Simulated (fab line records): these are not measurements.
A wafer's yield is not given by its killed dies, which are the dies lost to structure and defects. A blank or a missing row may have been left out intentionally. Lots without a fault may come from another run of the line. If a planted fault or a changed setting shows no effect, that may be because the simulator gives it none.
Struck lot and sound lot, side by side / flow n5Finfet / 37 steps out of a route of 1938
Sound: the wafers L768.2, L768.3, L768.6. Struck: wafer L771.3 (left out: L771.1, L771.5 of the same lot, which were not struck); the cause appears at the end.
Order at every step that has rows: each side's tool, ch and its chambers, its first start. Under that, the readings that differ: sound wafers / struck wafers / difference of the means / sigmas: that difference in standard deviations of wafers without a fault.
alike: a reading whose means differ by less than 2 such deviations, as well as words and numbers matching on both sides. not compared: withheld readings; readings where some wafer has no value; bounds like >300 that might hide an equal value; numbers whose values overlap and for which the record gives no deviation.
Wherever a step has rows on one side only, a row that says differs or no value, or a row with sigmas, the two part there. Non-overlapping numbers with no deviation appear without sigmas and do not part them. A reading that every wafer of one side lacks parts them only if that side has two wafers or more.

first, 9 steps without rows for these wafers: N5_BEOL_M7_ALD_77 (deposits TaN, target thk 2 nm, pulse time 2 s, purge time 3 s); N5_BEOL_M7_SURFACE_TREAT_79; N5_BEOL_M7_CVD_78 (deposits Co from CCTBA/H2, target thk 2 nm, time 142.3 s); N5_BEOL_M7_SPUTTER_48 (material Cu, target thk 10 nm, time 1.667 s); N5_BEOL_M7_ECD_50 (material Cu, target thk 300 nm); N5_BEOL_M7_ANNEAL_51 (time 90 s); N5_BEOL_M7_CMP_52 (polishes, stops on SiCOH lowk, t overpolish 6.9 s, target thk 80 nm); N5_BEOL_M7_PRE_CLEAN_55 (time 15 s); N5_BEOL_M7_DEP_56 (deposits SiCN from 3MS/NH3, target thk 10 nm, time 17.5 s).
N5_BEOL_M8_ILD_DEP_00: deposits SiCOH lowk from DEMS/porogen, target thk 179.75 nm, time 33.4 s.
  sound on pecvd-03 ch 0,1,2, day 10 22:50; struck on pecvd-02 ch 0, day 11 18:13
reading=heaterPowerOuterW (W); sound=136 141 120; struck=244; difference=+112; sigmas=+4
reading=heaterPowerW (W); sound=319 271 261; struck=496; difference=+212; sigmas=+4
reading=susceptorTempC (C); sound=300.05 300.31 300.18; struck=327.42; difference=+27.24; sigmas=+99 or more
reading=model.SiCOH_lowk_of_BEOL_M8_ILD_DEP_00.thkNm (nm); sound=178.8 178.4 180.6; struck=154; difference=-25; sigmas=
  alike: showerheadPlenumPTorr, throttleValvePct
then, 1 step without rows for these wafers: N5_BEOL_M8_CURE_74 (cures SiCOH lowk, time 240 s).
N5_BEOL_M8_THK_MEAS_01:
  sound on filmMetro-01 at day 10 23:25; struck on filmMetro-01 at day 11 18:48
reading=M8_ILD_THK (nm); sound=154.2 154.0 155.8; struck=132.6; difference=-22.1; sigmas=-11
then, 23 steps without rows for these wafers: N5_BEOL_M8_PECVD_70 (deposits SiO2 from TEOS/O2, target thk 20 nm, time 22.7 s); N5_BEOL_M8_HM_DEP_02 (deposits TiN, target thk 20 nm); N5_BEOL_M8_COAT_59 (time 60 s, resist thk 100 nm); N5_BEOL_M8_COAT_60 (time 60 s, resist thk 35 nm); N5_BEOL_M8_COAT_05 (resist thk 90 nm); N5_BEOL_M8_EBR_07; N5_BEOL_M8_SOFTBAKE_06 (time 60 s); N5_BEOL_M8_EXPOSE_08 (exposes mask M8); N5_BEOL_M8_PEB_09 (peb time 60 s); N5_BEOL_M8_DEVELOP_10 (develop time 30 s); N5_BEOL_M8_DESCUM_16 (chemistry O2, time 7.9 s); N5_BEOL_M8_ETCH_61 (etches SiARC in CF4, target depth 45.5 nm, time 75.8 s); N5_BEOL_M8_ETCH_62 (etches SOC in N2/H2, target depth 110 nm, overetch 22 nm, time 165 s); N5_BEOL_M8_STRIP_68 (strips in N2/H2); N5_BEOL_M8_STRIP_67 (strips in CF4); N5_BEOL_M8_HM_OPEN_17 (chemistry Cl2/BCl3, target TiN, target depth 20 nm, overetch 6 nm); N5_BEOL_M8_STRIP_19 (strips in O2); N5_BEOL_M8_COAT_63 (time 60 s, resist thk 60 nm); N5_BEOL_M8_COAT_64 (time 60 s, resist thk 12 nm); N5_BEOL_M8_COAT_71 (time 60 s, resist thk 5 nm); N5_BEOL_M8_COAT_22 (resist thk 30 nm); N5_BEOL_M8_EBR_24; N5_BEOL_M8_SOFTBAKE_23 (time 60 s).
N5_BEOL_M8_CMP_52: polishes, stops on SiCOH lowk, t overpolish 6.9 s, target thk 80 nm.
  sound on cmp-04 ch 0,3, day 11 06:05; struck on cmp-01 ch 2, day 12 03:11
reading=model.SiCOH_lowk_of_BEOL_M8_ILD_DEP_00.thkNm (nm); sound=151.2 150.8 152.8; struck=129.6; difference=-22.0; sigmas=
  alike: headPressurePsi, motorCurrentA, retainingRingPressureFrac
-- a jump in the record: the struck wafers' starts before and after are 3 days apart (it breaks off in module BEOL_M8 and resumes in module PASSIVATION, where the first step shown is number 1936 of the route) --
N5_PASSIVATION_PROBE_49:
  sound on prober-02 at day 13 21:56; struck on prober-02 at day 14 17:57
  alike: defectLimitedYield, killed_at_M0_to_M3, killed_at_M4_up, killedAtContacts, killedAtFrontEnd, killedAtOther, killedDies, killedOpen, killedShort, sort_bin_5_function, sort_bin_6_memory, sortNPass, sortYieldPct

## WHERE THEY PART
At N5_BEOL_M8_ILD_DEP_00 first; at N5_BEOL_M8_THK_MEAS_01 last (within this record only). Later steps at which nothing parts them and some readings are alike: N5_BEOL_M8_CMP_52, N5_PASSIVATION_PROBE_49.

WHY: the cause the simulator had injected
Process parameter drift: pecvd-02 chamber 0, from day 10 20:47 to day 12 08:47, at N5_BEOL_M8_ILD_DEP_00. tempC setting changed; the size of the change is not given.
